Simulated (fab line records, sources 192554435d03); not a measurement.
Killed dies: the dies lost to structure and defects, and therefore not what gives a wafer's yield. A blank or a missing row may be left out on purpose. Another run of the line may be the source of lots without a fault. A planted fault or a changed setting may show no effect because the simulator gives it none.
Chamber matching	flow n5Finfet	N5_BEOL_M11_CURE_71 on uvCure-01 has 3 sister chambers
The step cures SiCOH lowk, time 240 s. 6 wafers are shown with their chamber, then 10 later ones without.

EACH WAFER AND ITS CHAMBER
wafer	chamber	wafer_temp_C_max	lampPowerPct (%)
L076.5	2	387.6	52.29
L076.6	2	387.3	52.22
L082.2	1	387.2	52.43
L082.6	1	388.2	52.36
L089.2	0	386.8	52.26
L089.5	0	386.5	52.35

WAFERS WITHOUT THEIR CHAMBER
wafer	wafer_temp_C_max	lampPowerPct (%)
L089.6	386.2	52.33
L090.2	387.1	52.32
L090.5	387.9	52.26
L090.6	388.8	52.31
L091.4	386.4	52.40
L091.5	386.4	52.35
L091.6	387.1	52.28
L097.1	387.7	52.31
L097.2	387.3	52.27
L097.6	387.1	52.32

WHICH CHAMBER EACH WENT THROUGH
wafer	from the rows above	in truth
L089.6	0	0
L090.2	can't be placed: 0 or 2 or 1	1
L090.5	can't be placed: 2 or 1 or 0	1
L090.6	can't be placed: 1 or 2 or 0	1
L091.4	can't be placed: 0 or 1 or 2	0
L091.5	can't be placed: 0 or 2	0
L091.6	can't be placed: 2 or 0 or 1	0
L097.1	can't be placed: 2 or 1 or 0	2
L097.2	can't be placed: 2 or 0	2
L097.6	can't be placed: 0 or 2 or 1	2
Correct placement for 1 of the 10. Unplaceable from these rows: 9, with the true chamber sitting among the candidates in 9. Wrongly placed: 0.
How it was worked out, from the rows above alone: a wafer's distance from a chamber is the root of the sum, over the readings, of the square of ((its reading less the chamber's mean) divided by the reading's scatter). The wafer belongs to the nearest chamber; if the next one is less than 2 further off, it can't be placed. A chamber's mean is the mean of its shown wafers. The scatter: take each reading less its chamber's mean, square it, sum over the shown wafers, divide by the number of wafers less the number of chambers, and take the root.
